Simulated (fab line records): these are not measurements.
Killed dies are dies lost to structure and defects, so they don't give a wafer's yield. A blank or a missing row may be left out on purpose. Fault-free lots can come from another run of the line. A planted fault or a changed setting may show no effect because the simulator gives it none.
Split-lot experiment	flow n5-finfet	21 wafers read across 7 lots, on a route 1938 steps long

THE SPLIT
At N5_FIN_SAQP_PEB_14 (peb time 60 s), the setting peb-time-s was moved away from the recipe's 60 s on 5 of the 21 wafers read, by -19.5% to -9.0%. All remaining wafers had this setting at the recipe value.

SPLIT TO READING: what lies between them in the file, 1 step
- N5_FIN_SAQP_DEVELOP_15: develop time 30 s

THE READING
Shown in nm: cd-nm at N5_FIN_SAQP_CD_MEAS_16, with target cd 35.6 nm. Typical for fault-free wafers on this fab line: 35.7 nm, with standard deviation 0.36 nm.

wafer	tool, chamber at the split	peb-time-s as run, s	against the recipe	cd-nm, nm	against lot-mates on the recipe
L078.1	litho-track-05, 0	60	recipe	35.2	-
L078.3	litho-track-05, 0	60	recipe	35.1	-
L078.5	litho-track-05, 0	60	recipe	35.4	-
L079.3	litho-track-05, 0	60	recipe	34.9	-
L079.4	litho-track-05, 0	60	recipe	35.5	-
L079.6	litho-track-05, 0	60	recipe	35.6	-
L081.3	litho-track-04, 0	60	recipe	36.2	-
L081.4	litho-track-04, 0	60	recipe	35.9	-
L081.6	litho-track-04, 0	60	recipe	36.1	-
L085.1	litho-track-04, 0	60	recipe	35.6	-
L085.2	litho-track-04, 0	60	recipe	35.9	-
L085.3	litho-track-04, 0	48.3	-19.5%	38.8	+3.0
L089.1	litho-track-04, 0	54.58	-9.0%	36.7	+0.9
L089.3	litho-track-04, 0	60	recipe	35.8	-
L089.4	litho-track-04, 0	60	recipe	35.9	-
L092.2	litho-track-03, 0	50.81	-15.3%	38.9	+2.9
L092.3	litho-track-03, 0	60	recipe	36.2	-
L092.5	litho-track-03, 0	60	recipe	35.9	-
L093.1	litho-track-05, 0	60	recipe	35.6	-
L093.4	litho-track-05, 0	48.65	-18.9%	38.4	+2.8
L093.6	litho-track-05, 0	48.65	-18.9%	38.6	+3.0

THE FIT
A straight line over all 21 wafers: cd-nm changes by -0.161 nm for each +1% of peb-time-s; r = -0.95; the points scatter about the line by 0.4 nm.
The same after taking each lot's own level away (the mean of its wafers on the recipe; 21 wafers): -0.157 nm for each +1%; r = -0.98; scatter 0.23 nm.
That fit puts the effect of the largest move of peb-time-s on the reading at 3.1 nm.
From 35.23 to 36.07 nm: that is the span of the lots' own levels, equal to 2.3 times the standard deviation above.
The two slopes are in agreement: the lot-to-lot level therefore moves the slope only a little.
Check: for one of the wafers moved furthest among these (-19.5%), held out of the fit, the line's prediction against its lot-mates is +3.05 nm. It came out at +3.05 nm against them.

THE OTHER SPLITS THESE WAFERS WENT THROUGH
Note: prior to the reading, these wafers also went through further splits. Each is held against what the fit with the lots' levels taken away leaves over:
other split on the same wafers	wafers away from the commonest value	r with cd-nm (lot level and that fit taken away)
N5_ZERO_LAYER_PECVD_02 time-s	5	-0.13
N5_ZERO_LAYER_COAT_05 spin-rpm	4	+0.17

THE FILE'S OWN FIT
cd-nm changes by -0.158 nm for each +1% of peb-time-s, r = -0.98.
